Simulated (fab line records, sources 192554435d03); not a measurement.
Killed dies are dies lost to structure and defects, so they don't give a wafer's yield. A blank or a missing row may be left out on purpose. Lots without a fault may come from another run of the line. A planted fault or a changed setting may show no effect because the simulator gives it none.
Chamber matching | flow n5_finfet | N5_MIM_BOT_ETCH_STRIP_01 on rie_diel-05: 4 sister chambers
The step strips in O2. 18 wafers are shown with their chamber, then 9 later ones without.

WAFERS WITH THEIR CHAMBER
wafer  | chamber | showerhead_plenum_p_Torr (Torr) | drypump_motor_current_A (A) | oes_product_au (a.u.)
L076.1 | 0       | 2.17                            | 5.6                         | 0.72
L076.5 | 3       | 2.15                            | 6.4                         | 0.90
L076.6 | 2       | 2.22                            | 5.8                         | 0.84
L077.2 | 0       | 2.16                            | 5.5                         | 0.73
L077.3 | 2       | 2.22                            | 5.8                         | 0.84
L077.6 | 2       | 2.22                            | 5.8                         | 0.84
L081.1 | 0       | 2.16                            | 5.5                         | 0.72
L081.3 | 2       | 2.22                            | 5.8                         | 0.83
L081.6 | 2       | 2.22                            | 5.8                         | 0.83
L086.1 | 0       | 2.16                            | 5.5                         | 0.70
L086.4 | 3       | 2.14                            | 6.3                         | 0.88
L086.5 | 1       | 1.90                            | 5.4                         | 0.71
L088.1 | 1       | 1.90                            | 5.4                         | 0.71
L088.2 | 0       | 2.15                            | 5.5                         | 0.72
L088.5 | 1       | 1.90                            | 5.4                         | 0.70
L087.1 | 2       | 2.21                            | 5.8                         | 0.80
L087.5 | 2       | 2.21                            | 5.8                         | 0.81
L087.6 | 3       | 2.14                            | 6.3                         | 0.86

SIGNATURES (means of the wafers above)
reading                  | chamber 0 | chamber 1 | chamber 2 | chamber 3 | scatter within a chamber
showerhead_plenum_p_Torr | 2.1600    | 1.9000    | 2.2171    | 2.1433    | 0.00541
drypump_motor_current_A  | 5.520     | 5.400     | 5.800     | 6.333     | 0.0324
oes_product_au           | 0.7180    | 0.7067    | 0.8271    | 0.8800    | 0.0144
Rule: a wafer's distance from a chamber is the root of the sum, over the readings, of the square of ((its reading less the chamber's mean) divided by the reading's scatter). The wafer belongs to the nearest chamber; if the next one is less than 2 further off, it can't be placed. The scatter: the root of (the sum of the squares of (reading less its chamber's mean) over the shown wafers, divided by (wafers less chambers)).

WAFERS WITHOUT THEIR CHAMBER
wafer  | showerhead_plenum_p_Torr (Torr) | drypump_motor_current_A (A) | oes_product_au (a.u.)
L091.3 | 1.90                            | 5.4                         | 0.68
L091.4 | 2.15                            | 5.5                         | 0.70
L091.5 | 2.21                            | 5.8                         | 0.79
L092.1 | 1.90                            | 5.4                         | 0.70
L092.3 | 2.15                            | 5.5                         | 0.70
L092.5 | 2.15                            | 5.5                         | 0.69
L095.2 | 1.89                            | 5.4                         | 0.70
L095.5 | 2.15                            | 5.5                         | 0.70
L095.6 | 2.13                            | 6.3                         | 0.83

WHICH CHAMBER EACH WENT THROUGH
wafer  | from the rows above | in truth
L091.3 | 1                   | 1
L091.4 | 0                   | 0
L091.5 | 2                   | 2
L092.1 | 1                   | 1
L092.3 | 0                   | 0
L092.5 | 0                   | 0
L095.2 | 1                   | 1
L095.5 | 0                   | 0
L095.6 | 3                   | 3
Placed correctly: 9 of 9. Can't be placed from these rows: 0. Placed wrongly: 0.
